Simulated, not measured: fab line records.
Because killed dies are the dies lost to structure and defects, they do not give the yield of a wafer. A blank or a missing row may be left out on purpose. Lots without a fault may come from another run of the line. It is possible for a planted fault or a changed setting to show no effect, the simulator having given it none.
Lot-split experiment -- flow n5-finfet -- 21 wafers read across 7 lots, on a route 1938 steps long

ON THE SPLIT
At N5_BEOL_M4_DESCUM_16 (chemistry O2, time 7 s), the setting time-s was moved away from the recipe's 7 s on 4 of the 21 wafers read, by -20.2% to +13.1%. All remaining wafers had this setting at the recipe value.

The reading is taken at the split's own step.

THE READING
CAR-EUV_of_BEOL_M4_COAT_05.thk-nm (the simulator's own value, which no gauge read), in nm, at N5_BEOL_M4_DESCUM_16 (chemistry O2, time 7 s). The file does not state a usual value for it. Here, 17 wafers ran the recipe; their average is 26.0 nm with a standard deviation of 0.11 nm.

wafer,"tool, chamber at the split","time-s as run, s",against the recipe,"CAR-EUV_of_BEOL_M4_COAT_05.thk-nm, nm",against lot-mates on the recipe
L074.2,"rie-diel-05, 3,2",5.587,-20.2%,26.6,+0.6
L074.5,"rie-diel-05, 3,2",5.587,-20.2%,26.6,+0.6
L074.6,"rie-diel-05, 3",7,recipe,26,-
L082.1,"rie-diel-05, 1",7,recipe,26.2,-
L082.3,"rie-diel-05, 2",7,recipe,26,-
L082.5,"rie-diel-05, 1",7.569,+8.1%,25.8,-0.3
L089.2,"rie-diel-03, 1,3,0",7,recipe,26,-
L089.3,"rie-diel-03, 1,3,0",7,recipe,26,-
L089.5,"rie-diel-03, 1,3,0",7,recipe,26,-
L090.3,"rie-diel-03, 3",7,recipe,26.2,-
L090.6,"rie-diel-03, 3",7,recipe,26.2,-
L090.5,"rie-diel-03, 2",7,recipe,26,-
L093.1,"rie-diel-03, 2,1",7,recipe,26,-
L093.6,"rie-diel-03, 2,1",7,recipe,26,-
L093.4,"rie-diel-03, 3",7.915,+13.1%,25.6,-0.4
L094.1,"rie-diel-03, 2",7,recipe,26,-
L094.3,"rie-diel-03, 0,3",7,recipe,26.2,-
L094.4,"rie-diel-03, 0,3",7,recipe,26.2,-
L097.1,"rie-diel-01, 1",7,recipe,25.8,-
L097.3,"rie-diel-01, 3,0",7,recipe,26,-
L097.4,"rie-diel-01, 3,0",7,recipe,26,-
If several chambers appear in one row, that row covers several wafers at once and the file leaves open which wafer was in which chamber.

FIT RESULTS
A straight line over all 21 wafers: CAR-EUV_of_BEOL_M4_COAT_05.thk-nm changes by -0.0288 nm for each +1% of time-s; r = -0.90; the points scatter about the line by 0.1 nm.
The same after taking each lot's own level away (the mean of its wafers on the recipe; 21 wafers): -0.0304 nm for each +1%; r = -0.95; scatter 0.074 nm.
The reading moves by 0.61 nm for the largest change in time-s, on that fit.
Across the lots, their own levels run from 25.93 to 26.13 nm, a range of 1.8 times the standard deviation given above.
The two slopes are in agreement: the lot-to-lot level therefore moves the slope only a little.
Check: +0.616 nm against its lot-mates is what the line predicts for one of the wafers moved furthest among these (-20.2%) when that wafer is left out of the fit. It came out at +0.6 nm against them.

THESE WAFERS: OTHER SPLITS
Other splits were also applied to these wafers ahead of the reading. Each is held against what the fit with the lots' levels taken away leaves over:
other split on the same wafers,wafers away from the commonest value,r with CAR-EUV_of_BEOL_M4_COAT_05.thk-nm (lot level and that fit taken away)
N5_BEOL_M0_CUTY_ETCH_63 source-w,7,-0.16

FILE'S OWN FIT
CAR-EUV_of_BEOL_M4_COAT_05.thk-nm changes by -0.0307 nm for each +1% of time-s, r = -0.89.
